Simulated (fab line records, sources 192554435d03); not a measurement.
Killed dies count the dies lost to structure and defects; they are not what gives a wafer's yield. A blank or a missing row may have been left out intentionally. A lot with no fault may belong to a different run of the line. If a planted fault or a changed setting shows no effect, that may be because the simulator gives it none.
fab line records	flow n5_finfet
record lots=6	wafers=18	last_day=18
route steps=1938 shown BEOL_M0_SAQP@644 BEOL_M4@1111
lots untouched by any fault: they come from a run of this same line in which no faults occurred
start_h: hours from the record's opening day to when the first of the lot's shown wafers began	wait_h: hours since the lot's step before	" the same as in the row above	L1.1+2: one row covering several wafers at once	- no value present, or no start provided	* or withheld: withheld	< > ~ a bound
route shown NAME@n: NAME is a module with steps in the file, n the number in the route of the first one	usual: mean and standard deviation over wafers with no fault	same: alike in all rows	chamber/n: place in a boat	sites: the reading at each site	_std_site: their standard deviation	_edge_site: outer sites' mean less inner sites'	radius_mm: how far each site lies from the wafer's centre	mask NAME#n: copy n	behind: the tool/chamber that last shaped the wafer	hold: why the lot was held/for how many hours/how that ended	device: names the non-switching transistor (n, p or np)	end of line: tests run on the same wafers once the route is complete	a step without rows: its recipe alone	killed: not the wafer's yield, but the dies lost to structure and defects at the first sort	map: per-die view of a wafer (x killed, . not killed, _ where there is no die)
set.NAME: the run value of the setting; set.NAME@STEP: its run value at that earlier step	model.NAME: the simulator's own value behind a step, which no gauge read
lots at selected steps of the route; one table per step, one row per wafer
services: from which hour (start_h, from the record's first day; less than 0 if before it) a tool's chamber was out of use, for how many hours, and why
## steps
# step N5_BEOL_M0_SAQP_EBR_10
# recipe solvent=PGMEA	ebr_width_mm=1.5
# step N5_BEOL_M0_SAQP_SOFTBAKE_09
# recipe temp_c=110	time_s=60	resist=CAR-ArF
# step N5_BEOL_M0_SAQP_EXPOSE_11
# recipe mask_id=M0_CORE	na=1.35	source_shape=dipole	sigma_inner=0.538	sigma_outer=0.738	polarization=te	target_cd_nm=42	dose_mj=55
# step N5_BEOL_M0_SAQP_PEB_12
# recipe peb_temp_c=withheld	peb_time_s=60	resist=CAR-ArF
# step N5_BEOL_M0_SAQP_DEVELOP_13
# recipe develop_time_s=30	developer=TMAH	resist=CAR-ArF	dev_temp_c=23	rinse_liquid=diw	dry=air_spin
# step N5_BEOL_M0_SAQP_CD_MEAS_14
# recipe target_cd_nm=42.5	landing_energy_ev=500	detector=se_inlens
# usual cd_nm=42.4/0.33
lot.wafer	tool	chamber	start_h	wait_h	cd_nm
L806.1	cd_sem-01	0	132.41	-	42.1
L806.3	"	0	"	"	42.6
L806.4	"	0	"	"	42.3
L812.1	cd_sem-01	0	174.04	-	42.1
L812.3	"	0	"	"	41.9
L812.5	"	0	"	"	42.0
L815.1	cd_sem-01	0	182.00	-	42.0
L815.2	"	0	"	"	42.3
L815.6	"	0	"	"	42.5
L821.1	cd_sem-03	0	221.22	-	42.5
L821.5	"	0	"	"	42.7
L821.6	"	0	"	"	42.8
L825.1	cd_sem-01	0	253.64	-	42.6
L825.3	"	0	"	"	42.7
L825.6	"	0	"	"	42.7
L824.3	cd_sem-02	0	259.05	-	42.9
L824.5	"	0	"	"	42.8
L824.6	"	0	"	"	42.6
# step N5_BEOL_M0_SAQP_OVL_MEAS_15
# recipe points_per_wafer=44
# usual M0_CORE_OVL=-0.7/0.63
lot.wafer	tool	chamber	start_h	wait_h	M0_CORE_OVL[nm]
L806.1	overlay-02	0	132.45	0.0	0.0
L806.3	"	0	"	"	-0.5
L806.4	"	0	"	"	-0.3
L812.1	overlay-02	0	174.07	0.0	0.0
L812.3	"	0	"	"	-1.5
L812.5	"	0	"	"	-1.2
L815.1	overlay-02	0	182.04	0.0	0.1
L815.2	"	0	"	"	0.4
L815.6	"	0	"	"	-1.1
L821.1	overlay-01	0	221.27	0.0	-0.8
L821.5	"	0	"	"	-1.5
L821.6	"	0	"	"	-0.4
L825.1	overlay-01	0	253.68	0.0	-1.2
L825.3	"	0	"	"	-0.5
L825.6	"	0	"	"	-0.8
L824.3	overlay-01	0	259.08	0.0	-0.8
L824.5	"	0	"	"	-0.6
L824.6	"	0	"	"	-1.1
# step N5_BEOL_M0_SAQP_INSPECT_16
# recipe mode=adi	inspect_instrument=brightfield
# usual raw_defect_count=479/130
lot.wafer	tool	chamber	start_h	wait_h	raw_defect_count
L806.1	defect_inspect-02	-	132.47	0.0	555
L806.3	"	-	"	"	486
L806.4	"	-	"	"	417
L812.1	defect_inspect-02	-	174.09	0.0	341
L812.3	"	-	"	"	599
L812.5	"	-	"	"	636
L815.1	defect_inspect-02	-	182.06	0.0	600
L815.2	"	-	"	"	379
L815.6	"	-	"	"	331
L821.1	defect_inspect-01	-	221.29	0.0	576
L821.5	"	-	"	"	516
L821.6	"	-	"	"	574
L825.1	defect_inspect-02	-	253.70	0.0	753
L825.3	"	-	"	"	726
L825.6	"	-	"	"	546
L824.3	defect_inspect-01	-	259.10	0.0	423
L824.5	"	-	"	"	320
L824.6	"	-	"	"	503
# step N5_BEOL_M0_SAQP_DESCUM_19
# recipe chemistry=O2	time_s=7.9	source_power_w=50	bias_power_w=20	pressure_mtorr=20	rf_frequency_hz=2.712e+07	temp_c=40	resist=CAR-ArF	o2_flow_sccm=225
# usual drypump_motor_current_A=5.6/0.31	oes_product_au=0.76/0.084	rf_vpp_V=243.4/1.3	showerhead_plenum_p_Torr=2.11/0.06	throttle_valve_pct=20.41/0.21
lot.wafer	tool	chamber	start_h	wait_h	drypump_motor_current_A	oes_product_au	rf_hours_counter_h	rf_vpp_V	showerhead_plenum_p_Torr	throttle_valve_pct
L806.1	rie_diel-01	2	132.63	0.2	5.4	0.69	228	243.1	2.07	20.90
L806.3	"	3	"	"	5.6	0.75	129	242.8	2.01	20.29
L806.4	"	1	"	"	5.5	0.74	162	245.0	2.09	20.38
L812.1	rie_diel-05	1	174.12	0.0	5.2	0.76	141	243.2	2.11	20.21
L812.3	"	0	"	"	5.4	0.91	20	244.4	2.24	20.39
L812.5	"	0	"	"	5.4	0.91	-	244.9	2.24	20.38
L815.1	rie_diel-05	1	182.09	0.0	5.2	0.75	143	242.4	2.11	20.24
L815.2	"	0	"	"	5.4	0.91	22	246.8	2.24	20.40
L815.6	"	0	"	"	5.4	0.91	-	244.9	2.24	20.40
L821.1	rie_diel-04	2	221.47	0.2	6.2	0.86	40	244.3	2.06	19.95
L821.5	"	3	"	"	5.9	0.94	-	242.9	2.13	20.16
L821.6	"	2	"	"	6.2	0.87	-	242.9	2.06	19.96
L825.1	rie_diel-05	2	253.75	0.0	5.9	0.70	235	242.8	2.07	20.49
L825.3	"	1	"	"	5.2	0.73	166	240.7	2.10	20.25
L825.6	"	2	"	"	5.9	0.70	-	243.8	2.07	20.48
L824.3	rie_diel-01	1	259.25	0.1	5.5	0.71	197	242.1	2.08	20.42
L824.5	"	0	"	"	5.3	0.80	-	244.0	2.11	20.39
L824.6	"	1	"	"	5.6	0.71	-	243.2	2.08	20.43
# step N5_BEOL_M0_SAQP_ETCH_83
# recipe chemistry=CF4	target=SiARC	target_depth_a=390	mask_material=CAR-ArF	time_s=65	ion_energy_ev=80	pressure_mtorr=40	source_w=545	bias_w=36	Ar_flow_sccm=100	cf4_flow_sccm=100	ends=cleared
# step N5_BEOL_M0_SAQP_ETCH_84
# recipe chemistry=N2/H2	target=SOC	target_depth_a=1000	overetch_a=200	mask_material=SiARC	temp_c=40	time_s=150	ion_energy_ev=200	pressure_mtorr=30	source_w=840	bias_w=150	n2_flow_sccm=200	h2_flow_sccm=200
# usual drypump_motor_current_A=5.6/0.32	oes_product_au=0.69/0.071	rf_vpp_V=524.2/2	showerhead_plenum_p_Torr=2.55/0.072	throttle_valve_pct=17.78/0.22
lot.wafer	tool	chamber	start_h	wait_h	drypump_motor_current_A	oes_product_au	rf_hours_counter_h	rf_vpp_V	showerhead_plenum_p_Torr	throttle_valve_pct
L806.1	rie_diel-01	2	132.71	0.0	5.4	0.63	228	523.0	2.51	18.30
L806.3	"	3	"	"	5.7	0.67	129	521.6	2.45	17.68
L806.4	"	1	"	"	5.6	0.67	162	523.5	2.54	17.74
L812.1	rie_diel-05	1	174.21	0.0	5.2	0.69	141	523.0	2.55	17.59
L812.3	"	0	"	"	5.4	0.81	20	528.6	2.71	17.65
L812.5	"	0	"	"	5.4	0.82	-	528.7	2.71	17.66
L815.1	rie_diel-05	1	182.18	0.0	5.2	0.67	143	524.1	2.55	17.59
L815.2	"	0	"	"	5.4	0.82	22	527.6	2.71	17.67
L815.6	"	0	"	"	5.4	0.81	-	526.3	2.71	17.67
L821.1	rie_diel-04	2	221.55	0.0	6.2	0.77	40	522.0	2.49	17.35
L821.5	"	3	"	"	5.9	0.85	-	526.2	2.61	17.70
L821.6	"	2	"	"	6.2	0.77	-	521.6	2.49	17.34
L825.1	rie_diel-05	2	253.83	0.0	5.8	0.63	235	522.4	2.51	17.89
L825.3	"	1	"	"	5.2	0.66	167	523.9	2.54	17.63
L825.6	"	2	"	"	5.9	0.63	-	523.8	2.51	17.89
L824.3	rie_diel-01	1	259.33	0.0	5.5	0.65	197	524.4	2.52	17.82
L824.5	"	0	"	"	5.3	0.71	-	523.9	2.55	17.69
L824.6	"	1	"	"	5.6	0.65	-	523.5	2.52	17.80
# step N5_BEOL_M0_SAQP_STRIP_80
# recipe chemistry=N2/H2	temp_c=40	n2_flow_sccm=200	h2_flow_sccm=200	rf_frequency_hz=6e+07
# step N5_BEOL_M0_SAQP_HM_OPEN_112
# recipe chemistry=CHF3/O2	target=SiO2	stop_on=a-Si	target_depth_a=120	over_etch_frac=1.25	mask_material=SOC	time_s=13.5	pressure_mtorr=30	source_w=650	bias_w=170	Ar_flow_sccm=200	CHF3_flow_sccm=50	O2_flow_sccm=5	ion_energy_ev=200	ends=end_point
# usual CHF3_flow_sccm=50.02/0.13	O2_flow_sccm=4.997/0.015	drypump_motor_current_A=5.6/0.32	oes_product_au=0.50/0.052	rf_vpp_V=522/10	showerhead_plenum_p_Torr=2.42/0.074	throttle_valve_pct=18.82/0.27
lot.wafer	tool	chamber	start_h	wait_h	CHF3_flow_sccm	O2_flow_sccm	drypump_motor_current_A	oes_product_au	rf_hours_counter_h	rf_vpp_V	showerhead_plenum_p_Torr	throttle_valve_pct	model.SiARC_of_BEOL_M0_SAQP_COAT_82.thk_nm
L806.1	rie_diel-01	2	132.82	0.0	50.25	5.029	5.4	0.46	228	533	2.39	19.34	5.4
L806.3	"	3	"	"	50.00	4.987	5.7	0.48	129	532	2.30	18.55	5.2
L806.4	"	1	"	"	50.17	5.003	5.5	0.49	162	533	2.40	18.75	4.8
L812.1	rie_diel-05	1	174.32	0.0	-	-	-	-	-	-	-	-	24.2
L812.3	"	0	"	"	-	-	-	-	-	-	-	-	24.4
L812.5	"	0	"	"	-	-	-	-	-	-	-	-	24.2
L815.1	rie_diel-05	1	182.29	0.0	-	-	-	-	-	-	-	-	24.4
L815.2	"	0	"	"	-	-	-	-	-	-	-	-	24.4
L815.6	"	0	"	"	-	-	-	-	-	-	-	-	24.4
L821.1	rie_diel-04	2	221.66	0.0	49.98	5.010	6.2	0.56	40	530	2.34	18.19	4.2
L821.5	"	3	"	"	50.22	5.019	5.9	0.62	-	528	2.47	18.67	5.2
L821.6	"	2	"	"	50.04	5.003	6.2	0.57	-	528	2.34	18.22	4
L825.1	rie_diel-05	2	253.94	0.0	49.80	4.988	5.9	0.46	235	512	2.39	18.95	5.8
L825.3	"	1	"	"	49.99	4.952	5.2	0.49	167	515	2.40	18.61	5.4
L825.6	"	2	"	"	49.93	4.986	5.9	0.46	-	512	2.39	18.96	6
L824.3	rie_diel-01	1	259.44	0.0	50.16	4.979	5.5	0.47	197	532	2.39	18.81	4.8
L824.5	"	0	"	"	49.84	5.011	5.3	0.53	-	508	2.44	18.85	4.8
L824.6	"	1	"	"	50.17	4.981	5.5	0.48	-	534	2.39	18.81	4.6
# step N5_BEOL_M0_SAQP_STRIP_113
# recipe chemistry=CHF3/O2	resist=SiARC	rf_frequency_hz=6e+07
# step N5_BEOL_M0_SAQP_MANDREL_ETCH_20
# recipe target_depth_a=600	chemistry=HBr/Cl2	target=a-Si	stop_on=SiNx	bt_time_s=10	mask_material=SOC	over_etch_frac=0.5	time_s=30	pressure_mtorr=10	icp_w=800	bias_w=75	HBr_flow_sccm=150	Cl2_flow_sccm=80	ends=end_point
# usual drypump_motor_current_A=5.7/0.54	oes_product_au=0.781/0.012	throttle_valve_pct=35.4/0.39
lot.wafer	tool	chamber	start_h	wait_h	drypump_motor_current_A	oes_product_au	rf_hours_counter_h	throttle_valve_pct
L806.1	rie_si-05	0	132.90	0.0	6.2	0.778	20	35.2
L806.3	"	1	"	"	5.1	0.784	27	35.1
L806.4	"	2	"	"	6.5	0.777	74	35.1
L812.1	rie_si-05	2	174.40	0.0	6.6	0.334	75	35.9
L812.3	"	1	"	"	5.1	0.331	28	35.9
L812.5	"	3	"	"	6.2	0.319	-	36.4
L815.1	rie_si-03	1	182.37	0.0	5.4	0.322	78	37.0
L815.2	"	0	"	"	6.3	0.331	6	36.0
L815.6	"	3	"	"	4.9	0.332	-	36.0
L821.1	rie_si-05	1	221.74	0.0	5.1	0.774	28	35.1
L821.5	"	1	"	"	5.1	0.790	-	35.0
L821.6	"	0	"	"	6.2	0.790	-	35.1
L825.1	rie_si-01	1	254.02	0.0	5.7	0.751	38	35.1
L825.3	"	0	"	"	6.2	0.778	67	35.6
L825.6	"	1	"	"	5.7	0.781	-	35.0
L824.3	rie_si-03	0	259.52	0.0	6.3	0.783	7	35.1
L824.5	"	0	"	"	6.3	0.784	-	35.1
L824.6	"	1	"	"	5.3	0.781	-	36.1
# step N5_BEOL_M0_SAQP_STRIP_86
# recipe chemistry=N2/H2	power_w=500	temp_c=40	pressure_mtorr=50	rf_frequency_hz=6e+07	overash_fraction=0.3	bias_power_w=28	h2_frac=0.5	n2_flow_sccm=300	h2_flow_sccm=300
# usual drypump_motor_current_A=5.7/0.33	oes_product_au=0.77/0.089	rf_vpp_V=121.8/1.3	showerhead_plenum_p_Torr=3.37/0.085	throttle_valve_pct=18.80/0.23
lot.wafer	tool	chamber	start_h	wait_h	drypump_motor_current_A	oes_product_au	rf_hours_counter_h	rf_vpp_V	showerhead_plenum_p_Torr	throttle_valve_pct
L806.1	rie_diel-05	1	133.00	0.1	5.2	0.76	134	121.6	3.37	18.65
L806.3	"	0	"	"	5.4	0.94	9	123.1	3.58	18.50
L806.4	"	3	"	"	5.6	0.69	202	122.1	3.33	18.66
L812.1	rie_diel-04	3	174.50	0.1	5.9	0.69	246	121.4	3.45	19.30
L812.3	"	1	"	"	6.3	0.69	222	121.5	3.44	18.96
L812.5	"	2	"	"	6.2	0.90	-	120.0	3.30	18.50
L815.1	rie_diel-05	2	182.57	0.2	5.9	0.71	213	121.9	3.33	18.90
L815.2	"	3	"	"	5.6	0.68	214	122.4	3.33	18.68
L815.6	"	3	"	"	5.6	0.68	-	121.2	3.33	18.66
L821.1	rie_diel-01	3	221.99	0.2	5.7	0.73	154	122.1	3.22	18.85
L821.5	"	1	"	"	5.5	0.72	-	121.4	3.34	18.73
L821.6	"	0	"	"	5.3	0.83	-	122.6	3.38	18.65
L825.1	rie_diel-04	0	254.12	0.1	5.6	0.96	7	123.3	3.45	18.64
L825.3	"	3	"	"	5.9	0.91	16	122.6	3.44	18.91
L825.6	"	0	"	"	5.6	0.96	-	123.5	3.45	18.65
L824.3	rie_diel-05	1	259.62	0.1	5.2	0.74	168	119.8	3.35	18.71
L824.5	"	0	"	"	5.4	0.87	-	121.7	3.55	18.55
L824.6	"	1	"	"	5.2	0.73	-	120.1	3.35	18.71
# step N5_BEOL_M0_SAQP_STRIP_115
# recipe chemistry=post_etch_residue_remover	time_s=60	temp_c=25	remover_ph=withheld	remover_water_wt_pct=withheld	remover_fluoride_wt_pct=withheld
# step N5_BEOL_M0_SAQP_SRD_93
# recipe dry=ipa_marangoni	time_s=30	temp_c=23	rinse_liquid=diw
# step N5_BEOL_M0_SAQP_RECESS_114
# recipe chemistry=HF/NH3	target=SiO2	target_depth_a=144	afs_cycles=3	temp_c=30	sublimation_temp_c=180	sublimation_time_s=60
# usual drypump_motor_current_A=5.59/0.22	foreline_p_Torr=0.1280/0.00046
lot.wafer	tool	chamber	start_h	wait_h	drypump_motor_current_A	foreline_p_Torr
L806.1	vapor_etch-01	0	133.17	0.1	5.91	0.1285
L806.3	"	1	"	"	5.38	0.1286
L806.4	"	0	"	"	5.94	0.1275
L812.1	vapor_etch-01	0	174.64	0.0	5.94	0.1282
L812.3	"	1	"	"	5.32	0.1281
L812.5	"	0	"	"	5.96	0.1277
L815.1	vapor_etch-01	1	182.94	0.3	5.32	0.1279
L815.2	"	0	"	"	5.98	0.1278
L815.6	"	0	"	"	5.95	0.1286
L821.1	vapor_etch-01	0	222.12	0.0	5.94	0.1290
L821.5	"	0	"	"	5.93	0.1286
L821.6	"	1	"	"	5.34	0.1277
L825.1	vapor_etch-01	0	254.25	0.0	5.97	0.1279
L825.3	"	0	"	"	5.95	0.1280
L825.6	"	1	"	"	5.36	0.1283
L824.3	vapor_etch-02	0	259.94	0.2	5.67	0.1275
L824.5	"	0	"	"	5.68	0.1281
L824.6	"	1	"	"	5.41	0.1276
# step N5_BEOL_M0_SAQP_SPACER1_ALD_98
# recipe material=SiO2	target_thk_a=128	temp_c=300	ald_precursor_family=BDEAS	ald_co_reactant=O2-plasma	pulse_time_s=1	purge_time_s=2	co_reactant_purge_time_s=2	ald_cycles=138	pressure_torr=2
# step N5_BEOL_M0_SAQP_SPACER1_ETCHBACK_99
# recipe chemistry=CHF3/O2	mode=anisotropic_etchback	target=SiO2	target_depth_a=154	time_s=7.7	pressure_mtorr=30	source_w=650	bias_w=170	Ar_flow_sccm=200	CHF3_flow_sccm=50	O2_flow_sccm=5	ion_energy_ev=200
# step N5_BEOL_M0_SAQP_MANDREL1_REMOVE_100
# recipe chemistry=HBr/Cl2/O2	bt_time_s=10	target=a-Si	stop_on=SiNx	endpoint=OES-SiCl	over_etch_frac=0.85	icp_w=600	bias_w=30	HBr_flow_sccm=150	Cl2_flow_sccm=80	O2_flow_sccm=5	pressure_mtorr=10
# usual O2_flow_sccm=5.001/0.014	drypump_motor_current_A=5.8/0.55	oes_product_au=1.009/0.015	throttle_valve_pct=36.6/0.4
lot.wafer	tool	chamber	start_h	wait_h	O2_flow_sccm	drypump_motor_current_A	oes_product_au	rf_hours_counter_h	throttle_valve_pct
L806.1	rie_si-05	3	134.13	0.1	4.993	6.2	0.990	121	36.8
L806.3	"	0	"	"	5.015	6.3	1.005	20	36.4
L806.4	"	1	"	"	5.004	5.1	1.021	27	36.3
L812.1	rie_si-03	0	175.71	0.1	5.006	6.3	0.389	6	36.4
L812.3	"	1	"	"	5.014	5.3	0.373	77	37.4
L812.5	"	2	"	"	4.981	5.4	0.368	-	37.3
L815.1	rie_si-01	3	184.09	0.1	5.002	5.0	0.386	164	36.3
L815.2	"	1	"	"	4.992	5.7	0.363	36	36.3
L815.6	"	1	"	"	5.008	5.7	0.374	-	36.3
L821.1	rie_si-05	0	223.08	0.1	4.977	6.2	1.003	22	36.4
L821.5	"	1	"	"	5.001	5.1	1.011	-	36.3
L821.6	"	2	"	"	4.984	6.5	1.006	-	36.3
L825.1	rie_si-05	0	255.20	0.1	5.007	6.2	1.001	22	36.4
L825.3	"	1	"	"	4.993	5.1	1.000	29	36.3
L825.6	"	2	"	"	5.010	6.5	0.999	-	36.3
L824.3	rie_si-03	0	260.77	0.1	4.989	6.3	1.029	7	36.4
L824.5	"	3	"	"	5.019	4.9	1.044	-	36.4
L824.6	"	2	"	"	4.996	5.5	0.997	-	37.3
# step N5_BEOL_M0_SAQP_CD_MEAS_25
# recipe target_cd_nm=13.1	landing_energy_ev=1000	detector=se_inlens
# usual cd_nm=12.82/0.22
lot.wafer	tool	chamber	start_h	wait_h	cd_nm
L806.1	cd_sem-01	0	134.24	0.1	12.81
L806.3	"	0	"	"	12.70
L806.4	"	0	"	"	12.76
L812.1	cd_sem-03	0	175.82	0.1	-
L812.3	"	0	"	"	-
L812.5	"	0	"	"	-
L815.1	cd_sem-01	0	184.20	0.1	-
L815.2	"	0	"	"	-
L815.6	"	0	"	"	-
L821.1	cd_sem-01	0	223.19	0.1	12.53
L821.5	"	0	"	"	12.67
L821.6	"	0	"	"	13.29
L825.1	cd_sem-03	0	255.31	0.1	12.77
L825.3	"	0	"	"	13.30
L825.6	"	0	"	"	13.36
L824.3	cd_sem-03	0	260.88	0.1	12.85
L824.5	"	0	"	"	12.78
L824.6	"	0	"	"	13.16
# step N5_BEOL_M0_SAQP_ETCH_101
# recipe chemistry=CH3F/O2	target=SiNx	mask_material=SiO2	target_depth_a=299	time_s=42.7	pressure_mtorr=30	source_w=395	bias_w=73	Ar_flow_sccm=150	CH3F_flow_sccm=30	O2_flow_sccm=20	ion_energy_ev=120
# usual O2_flow_sccm=20.00/0.054	drypump_motor_current_A=5.7/0.33	oes_product_au=0.76/0.082	rf_vpp_V=298/6.2	showerhead_plenum_p_Torr=2.00/0.059	throttle_valve_pct=16.4/0.31
lot.wafer	tool	chamber	start_h	wait_h	O2_flow_sccm	drypump_motor_current_A	oes_product_au	rf_hours_counter_h	rf_vpp_V	showerhead_plenum_p_Torr	throttle_valve_pct
L806.1	rie_diel-01	2	134.27	0.0	19.92	5.4	0.69	229	303	1.99	16.9
L806.3	"	0	"	"	20.04	5.3	0.85	51	287	2.04	16.3
L806.4	"	3	"	"	19.98	5.7	0.75	129	302	1.91	16.1
L812.1	rie_diel-04	1	176.10	0.3	19.95	6.3	0.70	222	307	2.05	16.6
L812.3	"	3	"	"	20.07	5.9	0.69	247	298	2.06	16.6
L812.5	"	2	"	"	19.96	6.2	0.90	-	301	1.95	15.7
L815.1	rie_diel-04	3	184.23	0.0	19.97	5.9	0.68	250	299	2.06	16.6
L815.2	"	1	"	"	19.98	6.2	0.69	225	308	2.05	16.6
L815.6	"	1	"	"	19.94	6.2	0.70	-	307	2.05	16.6
L821.1	rie_diel-04	3	223.23	0.0	20.02	5.9	0.94	7	298	2.05	16.2
L821.5	"	2	"	"	20.03	6.2	0.88	-	301	1.94	15.8
L821.6	"	1	"	"	20.04	6.3	0.69	-	308	2.05	16.6
L825.1	rie_diel-01	3	255.35	0.0	20.02	5.7	0.71	163	302	1.89	16.2
L825.3	"	1	"	"	20.07	5.5	0.73	195	303	1.98	16.3
L825.6	"	3	"	"	20.02	5.7	0.71	-	300	1.89	16.2
L824.3	rie_diel-05	2	261.02	0.1	20.02	5.9	0.69	236	292	1.98	16.5
L824.5	"	1	"	"	20.05	5.2	0.73	-	292	2.00	16.2
L824.6	"	2	"	"	19.99	5.9	0.69	-	291	1.98	16.5
# step N5_BEOL_M4_RC_MEAS_101
# usual DIBL_N=36.0/1.9	DIBL_P=36.0/2.1	IOFF_N=0.155/0.029	IOFF_P=0.20/0.032	ION_N=672/11	ION_P=461/6.9	SS_N=71.5/0.58	SS_P=73.2/0.64	VT_N=250.4/2.9	VT_P=-251.0/2.8
lot.wafer	tool	chamber	start_h	wait_h	DIBL_N[mV/V]	DIBL_P[mV/V]	IOFF_N[nA/um]	IOFF_P[nA/um]	ION_N[uA/um]	ION_P[uA/um]	SS_N[mV/dec]	SS_P[mV/dec]	VT_N[mV]	VT_P[mV]
L806.1	prober-01	0	209.97	0.0	37.1	36.4	0.160	0.22	665	461	72.0	72.8	250.9	-249.1
L806.3	"	0	"	"	37.3	35.9	0.154	0.22	659	460	71.5	73.5	253.5	-250.7
L806.4	"	0	"	"	36.4	36.0	0.143	0.21	668	463	71.4	72.7	251.8	-248.4
L821.1	prober-02	0	288.05	0.0	35.9	37.5	0.160	0.22	675	470	72.3	73.6	250.3	-247.6
L821.5	"	0	"	"	32.6	33.5	0.113	0.17	661	468	70.2	72.8	253.6	-252.7
L821.6	"	0	"	"	33.1	33.1	0.117	0.17	650	450	71.0	72.5	253.9	-252.3
L825.1	prober-01	0	311.35	0.0	35.8	33.2	0.143	0.18	661	453	71.0	73.1	250.2	-253.6
L825.3	"	0	"	"	37.8	36.0	0.173	0.22	665	453	72.0	74.1	247.7	-250.3
L825.6	"	0	"	"	38.5	37.5	0.198	0.25	685	465	72.1	74.3	247.6	-248.4
L824.3	prober-01	0	314.09	0.3	35.8	37.0	0.160	0.22	668	457	71.4	73.0	250.4	-249.4
L824.5	"	0	"	"	33.6	33.7	0.124	0.17	674	458	71.7	72.3	253.2	-252.8
L824.6	"	0	"	"	34.4	35.3	0.145	0.19	671	456	70.9	73.3	249.8	-254.8
## services
tool	chamber	start_h	hours	kind
rie_si-01	2	111.18	8.4	repair
rie_si-01	2	126.74	7.9	repair
rie_diel-05	1	141.67	9.0	repair
rie_si-05	-	183.94	14.6	pm
rie_diel-04	3	184.80	-	clean
rie_diel-04	3	184.80	-	consumable_replace:focus_ring
rie_diel-04	3	184.80	21.8	scheduled_down
rie_diel-04	3	184.80	21.8	vent_cycle
rie_diel-05	3	190.29	7.9	repair
rie_diel-01	1	194.00	11.3	repair
rie_diel-01	0	197.51	3.7	repair
rie_diel-04	0	206.61	-	clean
rie_diel-04	0	206.61	-	consumable_replace:focus_ring
rie_diel-04	0	206.61	19.9	scheduled_down
rie_diel-04	0	206.61	19.9	vent_cycle
vapor_etch-01	-	211.12	0.9	repair
rie_diel-01	3	226.04	5.8	repair
rie_diel-01	2	236.17	32.3	repair
rie_diel-01	-	236.82	0.8	repair
rie_diel-04	1	253.83	13.9	repair
vapor_etch-01	-	255.17	19.9	repair
## key
first_sign step=N5_BEOL_M0_SAQP_HM_OPEN_112	reading=tool_record	direction=missing
effect step=N5_BEOL_M0_SAQP_MANDREL_ETCH_20	reading=oes_product_au	direction=down	sigmas=38	usual=0.781	struck=0.328
effect step=N5_BEOL_M0_SAQP_MANDREL1_REMOVE_100	reading=oes_product_au	direction=down	sigmas=42	usual=1.009	struck=0.375
effect step=N5_BEOL_M0_SAQP_CD_MEAS_25	reading=cd_nm	direction=missing
model_effect step=N5_BEOL_M0_SAQP_HM_OPEN_112	value=SiARC_of_BEOL_M0_SAQP_COAT_82.thk_nm	without=5.233	struck=24.33
met_at N5_BEOL_M0_SAQP_HM_OPEN_112
struck_wafers L812.1,L812.3,L812.5,L815.1,L815.2,L815.6
later_rows_left_out L812.1,L812.3,L812.5,L815.1,L815.2,L815.6
sort_left_out L812.1,L812.3,L812.5,L815.1,L815.2,L815.6
fault kind=skipped_step_whole	tool=rie_diel-05	chamber=-	onset_h=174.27	steps=N5_BEOL_M0_SAQP_HM_OPEN_112	scope=struck_lots_only
# sort_left_out: the simulated sort isn't trusted on such a fault, so these wafers' sort isn't shown, and their yield isn't known
# later_rows_left_out: the simulator's readings of these wafers behind a module that went badly wrong aren't trusted and aren't shown, but for the sort
